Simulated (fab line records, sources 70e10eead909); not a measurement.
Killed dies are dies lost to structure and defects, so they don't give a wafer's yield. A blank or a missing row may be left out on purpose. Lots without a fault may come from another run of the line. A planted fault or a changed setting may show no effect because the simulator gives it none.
Which tool did it? | flow nand_harc | 12 lots, 36 wafers sampled, at 2 steps of a route of 1302

WHAT THE GAUGES READ, wafer by wafer
NHARC_P_M2_CD_MEAS_09: target cd 170 nm.
lot  | measured     | on        | cd_nm (nm)
L075 | day 6 22:25  | cd_sem-01 | 168.3 170.4 167.5
L077 | day 7 21:32  | cd_sem-03 | 171.0 169.9 170.1
L079 | day 8 16:02  | cd_sem-03 | 168.0 168.9 169.1
L081 | day 9 07:47  | cd_sem-02 | 168.3 169.4 170.0
L083 | day 10 09:04 | cd_sem-03 | 169.5 169.8 170.0
L085 | day 11 01:16 | cd_sem-02 | 168.9 169.9 169.6
L087 | day 12 06:16 | cd_sem-02 | 168.8 170.0 169.7
L089 | day 12 11:32 | cd_sem-03 | 167.5 170.1 169.6
L091 | day 13 08:17 | cd_sem-02 | 169.7 169.9 170.8
L093 | day 14 01:38 | cd_sem-01 | 170.1 169.4 168.8
L095 | day 15 01:52 | cd_sem-02 | 169.8 170.8 170.8
L097 | day 16 06:56 | cd_sem-02 | 167.6 169.1 169.7

WHICH TOOL RAN EACH LOT (tool, then ch and the chambers of the sampled wafers, then the start)
lot  | NHARC_P_M1_ANNEAL_31
L075 | rtp_anneal-02 ch 0, day 6 20:13
L077 | rtp_anneal-02 ch 0, day 7 19:10
L079 | rtp_anneal-02 ch 0, day 8 13:53
L081 | rtp_anneal-01 ch 0, day 9 05:33
L083 | rtp_anneal-02 ch 0, day 10 06:59
L085 | rtp_anneal-01 ch 0, day 10 23:06
L087 | rtp_anneal-02 ch 0, day 12 04:09
L089 | rtp_anneal-01 ch 0, day 12 09:20
L091 | rtp_anneal-01 ch 0, day 13 06:05
L093 | rtp_anneal-01 ch 0, day 13 23:31
L095 | rtp_anneal-02 ch 0, day 14 23:43
L097 | rtp_anneal-01 ch 0, day 16 04:44
- NHARC_P_M1_ANNEAL_31: time 90 s.

THE ANSWER, worked out from the rows above alone
Rule: what is usual is taken from the lots themselves. Put in order of their means at a reading, lots are off if they are a third of the lots or fewer, leave a main group of 4 or more, and stand apart from it by a gap of 3 or more times the standard deviation of the main group's means; of several such gaps the widest counts. A main group whose means are all the same, to the digits that the tables above print for the reading, isn't used. A lot without any number at a reading at which 4 lots or more have one is off too. The other lots that the step has rows for count as sound.
No lot is off at any reading shown: from this, nothing can be told.

WHAT THE SIMULATOR HAD PUT IN
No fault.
